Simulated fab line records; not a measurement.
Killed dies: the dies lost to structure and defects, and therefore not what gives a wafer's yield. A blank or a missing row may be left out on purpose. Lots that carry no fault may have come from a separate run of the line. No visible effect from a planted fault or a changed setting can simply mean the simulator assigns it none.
fab line records :: flow n5_finfet :: part 2 of 2: steps 23 to 29 of 29
record:
  lots: 5
  wafers: 15
  last_day: 19
route steps=1938 shown BEOL_M9@1466 BEOL_M10@1470
lots that met no fault: taken from a fault-free run of the same line
start_h: start of the lot's first displayed wafer, in hours after the record's first day :: wait_h: hours from the lot's prior step to this one :: " same as the row above :: L1.1+2: one row covering several wafers at once :: - either no value or no given start :: * or withheld: withheld :: < > ~ a bound
route shown NAME@n: names a module that has steps shown in the file, with the first one's number in the route :: usual: the fault-free wafers' mean and standard deviation :: same: alike in all rows :: chamber/n: place in a boat :: sites: each site's reading :: _std_site: their standard deviation :: _edge_site: the outer-site mean with the inner-site mean subtracted :: radius_mm: for every site, how far away it sits from the centre of the wafer :: mask NAME#n: copy n :: behind: the tool/chamber that last shaped the wafer :: hold: cause of the lot's hold/its duration in hours/its outcome :: device: the transistor (n, p or np) that didn't switch :: end of line: the same wafers' tests at the end of the route :: where a step has no rows: the recipe by itself :: killed: not the wafer's yield, but the dies lost to structure and defects at the first sort :: map: dies across one wafer; x = killed, . = not, _ = none there
set.NAME: the setting that was run; set.NAME@STEP: the one run at that earlier step :: model.NAME: the simulator's own value behind a step, which no gauge read
lots at selected steps of the route; one table per step, one row per wafer
services: when a tool's chamber went out of use (start_h, in hours from the record's first day, below 0 if earlier), for how many hours, and the reason
== steps ==
step: N5_BEOL_M10_ETCH_62
recipe:
  chemistry: N2/H2
  target: SOC
  target_depth_a: 1100
  overetch_a: 220
  mask_material: SiARC
  temp_c: 40
  time_s: 165
  ion_energy_ev: 200
  pressure_mtorr: 30
  source_w: 840
  bias_w: 150
  n2_flow_sccm: 200
  h2_flow_sccm: 200
usual:
  drypump_motor_current_A: 5.7/0.58
  oes_product_au: 0.69/0.075
  rf_vpp_V: 524.6/2.4
  showerhead_plenum_p_Torr: 2.57/0.082
  throttle_valve_pct: 17.77/0.23
lot.wafer: L078.1
tool: rie_diel-03
chamber: 2
start_h: 303.55
wait_h: 0.0
drypump_motor_current_A: 6.5
oes_product_au: 0.78
rf_hours_counter_h: 13
rf_vpp_V: 525.3
showerhead_plenum_p_Torr: 2.60
throttle_valve_pct: 17.58

lot.wafer: L078.4
tool: rie_diel-03
chamber: 3
start_h: 303.55
wait_h: 0.0
drypump_motor_current_A: 6.3
oes_product_au: 0.60
rf_hours_counter_h: 225
rf_vpp_V: 522.9
showerhead_plenum_p_Torr: 2.52
throttle_valve_pct: 17.72

lot.wafer: L078.5
tool: rie_diel-03
chamber: 1
start_h: 303.55
wait_h: 0.0
drypump_motor_current_A: 4.9
oes_product_au: 0.69
rf_hours_counter_h: -
rf_vpp_V: 526.7
showerhead_plenum_p_Torr: 2.67
throttle_valve_pct: 17.83

lot.wafer: L079.2
tool: rie_diel-01
chamber: 2
start_h: 321.18
wait_h: 0.0
drypump_motor_current_A: 5.2
oes_product_au: 0.68
rf_hours_counter_h: 110
rf_vpp_V: 525.1
showerhead_plenum_p_Torr: 2.56
throttle_valve_pct: 18.12

lot.wafer: L079.3
tool: rie_diel-01
chamber: 3
start_h: 321.18
wait_h: 0.0
drypump_motor_current_A: 5.8
oes_product_au: 0.58
rf_hours_counter_h: 246
rf_vpp_V: 522.4
showerhead_plenum_p_Torr: 2.50
throttle_valve_pct: 18.07

lot.wafer: L079.4
tool: rie_diel-01
chamber: 1
start_h: 321.18
wait_h: 0.0
drypump_motor_current_A: 6.5
oes_product_au: 0.75
rf_hours_counter_h: -
rf_vpp_V: 523.1
showerhead_plenum_p_Torr: 2.47
throttle_valve_pct: 17.43

lot.wafer: L081.1
tool: rie_diel-01
chamber: 2
start_h: 326.38
wait_h: 0.0
drypump_motor_current_A: 5.2
oes_product_au: 0.68
rf_hours_counter_h: 112
rf_vpp_V: 524.8
showerhead_plenum_p_Torr: 2.56
throttle_valve_pct: 18.12

lot.wafer: L081.2
tool: rie_diel-01
chamber: 3
start_h: 326.38
wait_h: 0.0
drypump_motor_current_A: 5.8
oes_product_au: 0.58
rf_hours_counter_h: 249
rf_vpp_V: 522.6
showerhead_plenum_p_Torr: 2.50
throttle_valve_pct: 18.04

lot.wafer: L081.3
tool: rie_diel-01
chamber: 1
start_h: 326.38
wait_h: 0.0
drypump_motor_current_A: 6.5
oes_product_au: 0.75
rf_hours_counter_h: 46
rf_vpp_V: 521.5
showerhead_plenum_p_Torr: 2.47
throttle_valve_pct: 17.41

lot.wafer: L089.1
tool: rie_diel-03
chamber: 1
start_h: 375.05
wait_h: 0.0
drypump_motor_current_A: 4.9
oes_product_au: 0.67
rf_hours_counter_h: 122
rf_vpp_V: 526.3
showerhead_plenum_p_Torr: 2.66
throttle_valve_pct: 17.85

lot.wafer: L089.4
tool: rie_diel-03
chamber: 3
start_h: 375.05
wait_h: 0.0
drypump_motor_current_A: 6.2
oes_product_au: 0.59
rf_hours_counter_h: 248
rf_vpp_V: 523.5
showerhead_plenum_p_Torr: 2.51
throttle_valve_pct: 17.75

lot.wafer: L089.6
tool: rie_diel-03
chamber: 2
start_h: 375.05
wait_h: 0.0
drypump_motor_current_A: 6.5
oes_product_au: 0.74
rf_hours_counter_h: -
rf_vpp_V: 525.0
showerhead_plenum_p_Torr: 2.59
throttle_valve_pct: 17.62

lot.wafer: L094.1
tool: rie_diel-04
chamber: 2
start_h: 400.47
wait_h: 0.0
drypump_motor_current_A: 5.3
oes_product_au: 0.76
rf_hours_counter_h: 42
rf_vpp_V: 528.0
showerhead_plenum_p_Torr: 2.70
throttle_valve_pct: 17.79

lot.wafer: L094.4
tool: rie_diel-04
chamber: 0
start_h: 400.47
wait_h: 0.0
drypump_motor_current_A: 5.7
oes_product_au: 0.76
rf_hours_counter_h: -
rf_vpp_V: 527.7
showerhead_plenum_p_Torr: 2.71
throttle_valve_pct: 17.78

lot.wafer: L094.5
tool: rie_diel-04
chamber: 1
start_h: 400.47
wait_h: 0.0
drypump_motor_current_A: 6.2
oes_product_au: 0.62
rf_hours_counter_h: -
rf_vpp_V: 523.8
showerhead_plenum_p_Torr: 2.52
throttle_valve_pct: 18.31
step: N5_BEOL_M10_STRIP_68
recipe:
  chemistry: N2/H2
  temp_c: 40
  n2_flow_sccm: 200
  h2_flow_sccm: 200
  rf_frequency_hz: 6e+07
lot.wafer: L078.1+4+5
tool: rie_diel-03
chamber: 2,3,1
start_h: 303.69
wait_h: 0.1

lot.wafer: L079.2+3+4
tool: rie_diel-01
chamber: 2,3,1
start_h: 321.32
wait_h: 0.1

lot.wafer: L081.1+2+3
tool: rie_diel-01
chamber: 2,3,1
start_h: 326.52
wait_h: 0.1

lot.wafer: L089.1+4+6
tool: rie_diel-03
chamber: 1,3,2
start_h: 375.18
wait_h: 0.1

lot.wafer: L094.1+4+5
tool: rie_diel-04
chamber: 2,0,1
start_h: 400.60
wait_h: 0.1
step: N5_BEOL_M10_STRIP_67
recipe:
  chemistry: CF4
  resist: SiARC
  power_w: 300
  bias_power_w: 75
  pressure_mtorr: 50
  cf4_flow_sccm: 150
  rf_frequency_hz: 6e+07
usual:
  drypump_motor_current_A: 5.7/0.58
  oes_product_au: 0.81/0.089
  rf_vpp_V: 271.6/1.4
  showerhead_plenum_p_Torr: 1.81/0.054
  throttle_valve_pct: 13.54/0.23
lot.wafer: L078.1
tool: rie_diel-03
chamber: 2
start_h: 303.70
wait_h: 0.0
drypump_motor_current_A: 6.5
oes_product_au: 0.92
rf_hours_counter_h: 13
rf_vpp_V: 272.0
showerhead_plenum_p_Torr: 1.83
throttle_valve_pct: 13.29

lot.wafer: L078.4
tool: rie_diel-03
chamber: 3
start_h: 303.70
wait_h: 0.0
drypump_motor_current_A: 6.3
oes_product_au: 0.70
rf_hours_counter_h: 225
rf_vpp_V: 272.1
showerhead_plenum_p_Torr: 1.78
throttle_valve_pct: 13.59

lot.wafer: L078.5
tool: rie_diel-03
chamber: 1
start_h: 303.70
wait_h: 0.0
drypump_motor_current_A: 4.9
oes_product_au: 0.82
rf_hours_counter_h: -
rf_vpp_V: 274.0
showerhead_plenum_p_Torr: 1.89
throttle_valve_pct: 13.68

lot.wafer: L079.2
tool: rie_diel-01
chamber: 2
start_h: 321.33
wait_h: 0.0
drypump_motor_current_A: 5.2
oes_product_au: 0.80
rf_hours_counter_h: 110
rf_vpp_V: 271.1
showerhead_plenum_p_Torr: 1.81
throttle_valve_pct: 13.77

lot.wafer: L079.3
tool: rie_diel-01
chamber: 3
start_h: 321.33
wait_h: 0.0
drypump_motor_current_A: 5.8
oes_product_au: 0.69
rf_hours_counter_h: 246
rf_vpp_V: 271.6
showerhead_plenum_p_Torr: 1.77
throttle_valve_pct: 13.92

lot.wafer: L079.4
tool: rie_diel-01
chamber: 1
start_h: 321.33
wait_h: 0.0
drypump_motor_current_A: 6.5
oes_product_au: 0.88
rf_hours_counter_h: -
rf_vpp_V: 269.6
showerhead_plenum_p_Torr: 1.76
throttle_valve_pct: 13.29

lot.wafer: L081.1
tool: rie_diel-01
chamber: 2
start_h: 326.53
wait_h: 0.0
drypump_motor_current_A: 5.2
oes_product_au: 0.79
rf_hours_counter_h: 112
rf_vpp_V: 272.5
showerhead_plenum_p_Torr: 1.81
throttle_valve_pct: 13.78

lot.wafer: L081.2
tool: rie_diel-01
chamber: 3
start_h: 326.53
wait_h: 0.0
drypump_motor_current_A: 5.8
oes_product_au: 0.68
rf_hours_counter_h: 249
rf_vpp_V: 270.1
showerhead_plenum_p_Torr: 1.77
throttle_valve_pct: 13.95

lot.wafer: L081.3
tool: rie_diel-01
chamber: 1
start_h: 326.53
wait_h: 0.0
drypump_motor_current_A: 6.5
oes_product_au: 0.87
rf_hours_counter_h: 46
rf_vpp_V: 270.8
showerhead_plenum_p_Torr: 1.76
throttle_valve_pct: 13.30

lot.wafer: L089.1
tool: rie_diel-03
chamber: 1
start_h: 375.19
wait_h: 0.0
drypump_motor_current_A: 4.9
oes_product_au: 0.80
rf_hours_counter_h: 122
rf_vpp_V: 271.4
showerhead_plenum_p_Torr: 1.88
throttle_valve_pct: 13.70

lot.wafer: L089.4
tool: rie_diel-03
chamber: 3
start_h: 375.19
wait_h: 0.0
drypump_motor_current_A: 6.3
oes_product_au: 0.69
rf_hours_counter_h: 248
rf_vpp_V: 270.7
showerhead_plenum_p_Torr: 1.77
throttle_valve_pct: 13.64

lot.wafer: L089.6
tool: rie_diel-03
chamber: 2
start_h: 375.19
wait_h: 0.0
drypump_motor_current_A: 6.5
oes_product_au: 0.88
rf_hours_counter_h: -
rf_vpp_V: 272.4
showerhead_plenum_p_Torr: 1.83
throttle_valve_pct: 13.35

lot.wafer: L094.1
tool: rie_diel-04
chamber: 2
start_h: 400.61
wait_h: 0.0
drypump_motor_current_A: 5.3
oes_product_au: 0.89
rf_hours_counter_h: 42
rf_vpp_V: 273.7
showerhead_plenum_p_Torr: 1.90
throttle_valve_pct: 13.50

lot.wafer: L094.4
tool: rie_diel-04
chamber: 0
start_h: 400.61
wait_h: 0.0
drypump_motor_current_A: 5.8
oes_product_au: 0.89
rf_hours_counter_h: -
rf_vpp_V: 272.8
showerhead_plenum_p_Torr: 1.90
throttle_valve_pct: 13.42

lot.wafer: L094.5
tool: rie_diel-04
chamber: 1
start_h: 400.61
wait_h: 0.0
drypump_motor_current_A: 6.2
oes_product_au: 0.72
rf_hours_counter_h: -
rf_vpp_V: 271.3
showerhead_plenum_p_Torr: 1.79
throttle_valve_pct: 14.06
step: N5_BEOL_M10_HM_OPEN_17
recipe:
  chemistry: Cl2/BCl3
  target_depth_a: 200
  overetch_a: 60
  target: TiN
  mask_material: SOC
  ion_energy_ev: 150
  pressure_mtorr: 10
  icp_w: 1000
  bias_w: 126
  Cl2_flow_sccm: 53.25
  bcl3_flow_sccm: 21.75
  Ar_flow_sccm: 25
usual:
  bcl3_flow_sccm: 21.75/0.064
  drypump_motor_current_A: 5.7/0.51
  oes_ar_750_au: 0.82/0.076
  oes_product_au: 0.69/0.064
  throttle_valve_pct: 21.98/0.2
lot.wafer: L078.1
tool: rie_metal-01
chamber: 0
start_h: 303.78
wait_h: 0.1
bcl3_flow_sccm: 21.66
drypump_motor_current_A: 6.2
oes_ar_750_au: 0.87
oes_product_au: 0.74
rf_hours_counter_h: 13
throttle_valve_pct: 21.92

lot.wafer: L078.4
tool: rie_metal-01
chamber: 0
start_h: 303.78
wait_h: 0.1
bcl3_flow_sccm: 21.79
drypump_motor_current_A: 6.1
oes_ar_750_au: 0.88
oes_product_au: 0.74
rf_hours_counter_h: -
throttle_valve_pct: 21.92

lot.wafer: L078.5
tool: rie_metal-01
chamber: 0
start_h: 303.78
wait_h: 0.1
bcl3_flow_sccm: 21.80
drypump_motor_current_A: 6.2
oes_ar_750_au: 0.88
oes_product_au: 0.74
rf_hours_counter_h: -
throttle_valve_pct: 21.92

lot.wafer: L079.2
tool: rie_metal-03
chamber: 0
start_h: 321.37
wait_h: 0.0
bcl3_flow_sccm: 21.70
drypump_motor_current_A: 4.9
oes_ar_750_au: 0.86
oes_product_au: 0.75
rf_hours_counter_h: 8
throttle_valve_pct: 21.69

lot.wafer: L079.3
tool: rie_metal-03
chamber: 1
start_h: 321.37
wait_h: 0.0
bcl3_flow_sccm: 21.80
drypump_motor_current_A: 5.5
oes_ar_750_au: 0.85
oes_product_au: 0.72
rf_hours_counter_h: -
throttle_valve_pct: 22.42

lot.wafer: L079.4
tool: rie_metal-03
chamber: 0
start_h: 321.37
wait_h: 0.0
bcl3_flow_sccm: 21.76
drypump_motor_current_A: 4.9
oes_ar_750_au: 0.86
oes_product_au: 0.75
rf_hours_counter_h: -
throttle_valve_pct: 21.69

lot.wafer: L081.1
tool: rie_metal-02
chamber: 1
start_h: 326.57
wait_h: 0.0
bcl3_flow_sccm: 21.67
drypump_motor_current_A: 6.2
oes_ar_750_au: 0.76
oes_product_au: 0.64
rf_hours_counter_h: 52
throttle_valve_pct: 21.91

lot.wafer: L081.2
tool: rie_metal-02
chamber: 0
start_h: 326.57
wait_h: 0.0
bcl3_flow_sccm: 21.75
drypump_motor_current_A: 6.2
oes_ar_750_au: 0.75
oes_product_au: 0.63
rf_hours_counter_h: 48
throttle_valve_pct: 21.97

lot.wafer: L081.3
tool: rie_metal-02
chamber: 0
start_h: 326.57
wait_h: 0.0
bcl3_flow_sccm: 21.74
drypump_motor_current_A: 6.2
oes_ar_750_au: 0.73
oes_product_au: 0.64
rf_hours_counter_h: -
throttle_valve_pct: 21.95

lot.wafer: L089.1
tool: rie_metal-03
chamber: 1
start_h: 375.23
wait_h: 0.0
bcl3_flow_sccm: 21.75
drypump_motor_current_A: 5.5
oes_ar_750_au: 0.84
oes_product_au: 0.69
rf_hours_counter_h: 29
throttle_valve_pct: 22.42

lot.wafer: L089.4
tool: rie_metal-03
chamber: 0
start_h: 375.23
wait_h: 0.0
bcl3_flow_sccm: 21.72
drypump_motor_current_A: 4.9
oes_ar_750_au: 0.84
oes_product_au: 0.72
rf_hours_counter_h: -
throttle_valve_pct: 21.69

lot.wafer: L089.6
tool: rie_metal-03
chamber: 0
start_h: 375.23
wait_h: 0.0
bcl3_flow_sccm: 21.65
drypump_motor_current_A: 4.9
oes_ar_750_au: 0.85
oes_product_au: 0.72
rf_hours_counter_h: -
throttle_valve_pct: 21.68

lot.wafer: L094.1
tool: rie_metal-02
chamber: 0
start_h: 400.65
wait_h: 0.0
bcl3_flow_sccm: 21.67
drypump_motor_current_A: 6.2
oes_ar_750_au: 0.72
oes_product_au: 0.62
rf_hours_counter_h: 54
throttle_valve_pct: 21.98

lot.wafer: L094.4
tool: rie_metal-02
chamber: 1
start_h: 400.65
wait_h: 0.0
bcl3_flow_sccm: 21.69
drypump_motor_current_A: 6.2
oes_ar_750_au: 0.75
oes_product_au: 0.63
rf_hours_counter_h: -
throttle_valve_pct: 21.92

lot.wafer: L094.5
tool: rie_metal-02
chamber: 0
start_h: 400.65
wait_h: 0.0
bcl3_flow_sccm: 21.77
drypump_motor_current_A: 6.2
oes_ar_750_au: 0.72
oes_product_au: 0.63
rf_hours_counter_h: -
throttle_valve_pct: 21.99
step: N5_BEOL_M10_STRIP_19
recipe:
  chemistry: O2
  power_w: 400
  temp_c: 40
  pressure_mtorr: 30
  rf_frequency_hz: 6e+07
  bias_power_w: 0
  overash_fraction: 0.2
  o2_flow_sccm: 225
usual:
  drypump_motor_current_A: 5.8/0.56
  oes_product_au: 0.81/0.1
  rf_vpp_V: 3.7/0.63
  showerhead_plenum_p_Torr: 2.11/0.065
  throttle_valve_pct: 16.62/0.23
lot.wafer: L078.1
tool: rie_diel-01
chamber: 1
start_h: 303.89
wait_h: 0.1
drypump_motor_current_A: 6.5
oes_product_au: 0.89
rf_hours_counter_h: 37
rf_vpp_V: 4.1
showerhead_plenum_p_Torr: 2.05
throttle_valve_pct: 16.39

lot.wafer: L078.4
tool: rie_diel-01
chamber: 2
start_h: 303.89
wait_h: 0.1
drypump_motor_current_A: 5.2
oes_product_au: 0.80
rf_hours_counter_h: 103
rf_vpp_V: 2.4
showerhead_plenum_p_Torr: 2.12
throttle_valve_pct: 16.90

lot.wafer: L078.5
tool: rie_diel-01
chamber: 1
start_h: 303.89
wait_h: 0.1
drypump_motor_current_A: 6.5
oes_product_au: 0.90
rf_hours_counter_h: -
rf_vpp_V: 4.2
showerhead_plenum_p_Torr: 2.05
throttle_valve_pct: 16.35

lot.wafer: L079.2
tool: rie_diel-01
chamber: 2
start_h: 321.53
wait_h: 0.1
drypump_motor_current_A: 5.2
oes_product_au: 0.79
rf_hours_counter_h: 110
rf_vpp_V: 3.9
showerhead_plenum_p_Torr: 2.12
throttle_valve_pct: 16.91

lot.wafer: L079.3
tool: rie_diel-01
chamber: 3
start_h: 321.53
wait_h: 0.1
drypump_motor_current_A: 5.8
oes_product_au: 0.69
rf_hours_counter_h: 247
rf_vpp_V: 3.6
showerhead_plenum_p_Torr: 2.06
throttle_valve_pct: 16.95

lot.wafer: L079.4
tool: rie_diel-01
chamber: 3
start_h: 321.53
wait_h: 0.1
drypump_motor_current_A: 5.7
oes_product_au: 0.68
rf_hours_counter_h: -
rf_vpp_V: 4.1
showerhead_plenum_p_Torr: 2.06
throttle_valve_pct: 16.94

lot.wafer: L081.1
tool: rie_diel-03
chamber: 1
start_h: 326.68
wait_h: 0.1
drypump_motor_current_A: 4.9
oes_product_au: 0.82
rf_hours_counter_h: 106
rf_vpp_V: 4.0
showerhead_plenum_p_Torr: 2.20
throttle_valve_pct: 16.74

lot.wafer: L081.2
tool: rie_diel-03
chamber: 2
start_h: 326.68
wait_h: 0.1
drypump_motor_current_A: 6.5
oes_product_au: 0.93
rf_hours_counter_h: 20
rf_vpp_V: 4.0
showerhead_plenum_p_Torr: 2.15
throttle_valve_pct: 16.49

lot.wafer: L081.3
tool: rie_diel-03
chamber: 0
start_h: 326.68
wait_h: 0.1
drypump_motor_current_A: 5.2
oes_product_au: 0.70
rf_hours_counter_h: 226
rf_vpp_V: 5.2
showerhead_plenum_p_Torr: 2.06
throttle_valve_pct: 16.38

lot.wafer: L089.1
tool: rie_diel-04
chamber: 0
start_h: 375.50
wait_h: 0.2
drypump_motor_current_A: 5.7
oes_product_au: 0.93
rf_hours_counter_h: 11
rf_vpp_V: 4.4
showerhead_plenum_p_Torr: 2.24
throttle_valve_pct: 16.54

lot.wafer: L089.4
tool: rie_diel-04
chamber: 1
start_h: 375.50
wait_h: 0.2
drypump_motor_current_A: 6.2
oes_product_au: 0.72
rf_hours_counter_h: 182
rf_vpp_V: 3.6
showerhead_plenum_p_Torr: 2.09
throttle_valve_pct: 17.13

lot.wafer: L089.6
tool: rie_diel-04
chamber: 0
start_h: 375.50
wait_h: 0.2
drypump_motor_current_A: 5.8
oes_product_au: 0.94
rf_hours_counter_h: -
rf_vpp_V: 3.9
showerhead_plenum_p_Torr: 2.24
throttle_valve_pct: 16.53

lot.wafer: L094.1
tool: rie_diel-01
chamber: 1
start_h: 400.86
wait_h: 0.2
drypump_motor_current_A: 6.5
oes_product_au: 0.84
rf_hours_counter_h: 72
rf_vpp_V: 4.7
showerhead_plenum_p_Torr: 2.04
throttle_valve_pct: 16.42

lot.wafer: L094.4
tool: rie_diel-01
chamber: 3
start_h: 400.86
wait_h: 0.2
drypump_motor_current_A: 5.8
oes_product_au: 0.95
rf_hours_counter_h: 18
rf_vpp_V: 3.9
showerhead_plenum_p_Torr: 2.05
throttle_valve_pct: 16.54

lot.wafer: L094.5
tool: rie_diel-01
chamber: 0
start_h: 400.86
wait_h: 0.2
drypump_motor_current_A: 6.0
oes_product_au: 0.80
rf_hours_counter_h: -
rf_vpp_V: 3.5
showerhead_plenum_p_Torr: 2.02
throttle_valve_pct: 16.58
step: N5_BEOL_M10_CD_MEAS_18
recipe:
  pitch_nm: 140
  target_cd_nm: 70
usual:
  cd_nm: 70.1/0.53
lot.wafer: L078.1
tool: cd_sem-02
chamber: -
start_h: 303.96
wait_h: 0.1
cd_nm: 70.5

lot.wafer: L078.4
tool: cd_sem-02
chamber: -
start_h: 303.96
wait_h: 0.1
cd_nm: 70.2

lot.wafer: L078.5
tool: cd_sem-02
chamber: -
start_h: 303.96
wait_h: 0.1
cd_nm: 70.8

lot.wafer: L079.2
tool: cd_sem-02
chamber: -
start_h: 321.60
wait_h: 0.1
cd_nm: 71.4

lot.wafer: L079.3
tool: cd_sem-02
chamber: -
start_h: 321.60
wait_h: 0.1
cd_nm: 70.6

lot.wafer: L079.4
tool: cd_sem-02
chamber: -
start_h: 321.60
wait_h: 0.1
cd_nm: 70.7

lot.wafer: L081.1
tool: cd_sem-02
chamber: -
start_h: 326.75
wait_h: 0.0
cd_nm: 70.4

lot.wafer: L081.2
tool: cd_sem-02
chamber: -
start_h: 326.75
wait_h: 0.0
cd_nm: 70.3

lot.wafer: L081.3
tool: cd_sem-02
chamber: -
start_h: 326.75
wait_h: 0.0
cd_nm: 69.8

lot.wafer: L089.1
tool: cd_sem-03
chamber: -
start_h: 375.57
wait_h: 0.0
cd_nm: 70.0

lot.wafer: L089.4
tool: cd_sem-03
chamber: -
start_h: 375.57
wait_h: 0.0
cd_nm: 69.9

lot.wafer: L089.6
tool: cd_sem-03
chamber: -
start_h: 375.57
wait_h: 0.0
cd_nm: 70.9

lot.wafer: L094.1
tool: cd_sem-03
chamber: -
start_h: 400.93
wait_h: 0.0
cd_nm: 69.7

lot.wafer: L094.4
tool: cd_sem-03
chamber: -
start_h: 400.93
wait_h: 0.0
cd_nm: 69.8

lot.wafer: L094.5
tool: cd_sem-03
chamber: -
start_h: 400.93
wait_h: 0.0
cd_nm: 70.8
step: N5_BEOL_M10_COAT_63
recipe:
  resist: SOC
  temp_c: 250
  time_s: 60
  spin_rpm: 1500
  resist_thk_nm: 100
usual:
  resist_line_temp_C: 23.02/0.11
lot.wafer: L078.1
tool: litho_track-05
chamber: 0
start_h: 305.14
wait_h: 1.2
resist_line_temp_C: 23.00

lot.wafer: L078.4
tool: litho_track-05
chamber: 0
start_h: 305.14
wait_h: 1.2
resist_line_temp_C: 22.82

lot.wafer: L078.5
tool: litho_track-05
chamber: 0
start_h: 305.14
wait_h: 1.2
resist_line_temp_C: 22.76

lot.wafer: L079.2
tool: litho_track-02
chamber: 0
start_h: 324.43
wait_h: 2.8
resist_line_temp_C: 22.88

lot.wafer: L079.3
tool: litho_track-02
chamber: 0
start_h: 324.43
wait_h: 2.8
resist_line_temp_C: 22.84

lot.wafer: L079.4
tool: litho_track-02
chamber: 0
start_h: 324.43
wait_h: 2.8
resist_line_temp_C: 22.85

lot.wafer: L081.1
tool: litho_track-05
chamber: 0
start_h: 330.74
wait_h: 4.0
resist_line_temp_C: 22.98

lot.wafer: L081.2
tool: litho_track-05
chamber: 0
start_h: 330.74
wait_h: 4.0
resist_line_temp_C: 23.23

lot.wafer: L081.3
tool: litho_track-05
chamber: 0
start_h: 330.74
wait_h: 4.0
resist_line_temp_C: 23.00

lot.wafer: L089.1
tool: litho_track-02
chamber: 0
start_h: 378.13
wait_h: 2.6
resist_line_temp_C: 23.07

lot.wafer: L089.4
tool: litho_track-02
chamber: 0
start_h: 378.13
wait_h: 2.6
resist_line_temp_C: 22.97

lot.wafer: L089.6
tool: litho_track-02
chamber: 0
start_h: 378.13
wait_h: 2.6
resist_line_temp_C: 23.13

lot.wafer: L094.1
tool: litho_track-01
chamber: 0
start_h: 402.71
wait_h: 1.8
resist_line_temp_C: 23.11

lot.wafer: L094.4
tool: litho_track-01
chamber: 0
start_h: 402.71
wait_h: 1.8
resist_line_temp_C: 22.97

lot.wafer: L094.5
tool: litho_track-01
chamber: 0
start_h: 402.71
wait_h: 1.8
resist_line_temp_C: 22.86
== services ==
tool: pecvd-03
chamber: 1
start_h: 277.89
hours: 12.2
kind: repair

tool: rie_metal-03
chamber: -
start_h: 278.33
hours: 28.1
kind: pm

tool: arfi_scanner-03
chamber: -
start_h: 281.68
hours: 28.1
kind: repair

tool: arfi_scanner-02
chamber: -
start_h: 284.16
hours: 0.5
kind: repair

tool: arfi_scanner-01
chamber: -
start_h: 286.12
hours: 1.0
kind: pm

tool: arfi_scanner-01
chamber: -
start_h: 293.50
hours: 0.8
kind: pm

tool: arfi_scanner-02
chamber: -
start_h: 296.26
hours: 0.2
kind: repair

tool: arfi_scanner-01
chamber: -
start_h: 302.33
hours: 1.3
kind: pm

tool: arfi_scanner-03
chamber: -
start_h: 309.80
hours: 1.3
kind: pm

tool: rie_diel-01
chamber: 0
start_h: 320.42
hours: 4.8
kind: repair

tool: arfi_scanner-01
chamber: -
start_h: 328.76
hours: 1.6
kind: repair

tool: arfi_scanner-01
chamber: -
start_h: 330.41
hours: 1.0
kind: pm

tool: arfi_scanner-03
chamber: -
start_h: 335.73
hours: 3.9
kind: pm

tool: arfi_scanner-03
chamber: -
start_h: 341.76
hours: 0.8
kind: pm

tool: arfi_scanner-03
chamber: -
start_h: 347.62
hours: 1.0
kind: pm

tool: pvd_sputter-03
chamber: -
start_h: 347.98
hours: 6.3
kind: repair

tool: rie_diel-01
chamber: -
start_h: 351.87
hours: 2.8
kind: pm

tool: pecvd-03
chamber: 1
start_h: 354.75
hours: 3.0
kind: repair

tool: arfi_scanner-03
chamber: -
start_h: 356.86
hours: 0.8
kind: pm

tool: pvd_sputter-02
chamber: -
start_h: 357.28
hours: 0.6
kind: repair

tool: pecvd-04
chamber: 2
start_h: 369.30
hours: 6.7
kind: repair

tool: rie_metal-03
chamber: -
start_h: 380.14
hours: 2.8
kind: pm

tool: arfi_scanner-03
chamber: -
start_h: 386.53
hours: 0.9
kind: repair

tool: arfi_scanner-01
chamber: -
start_h: 390.25
hours: 3.9
kind: pm
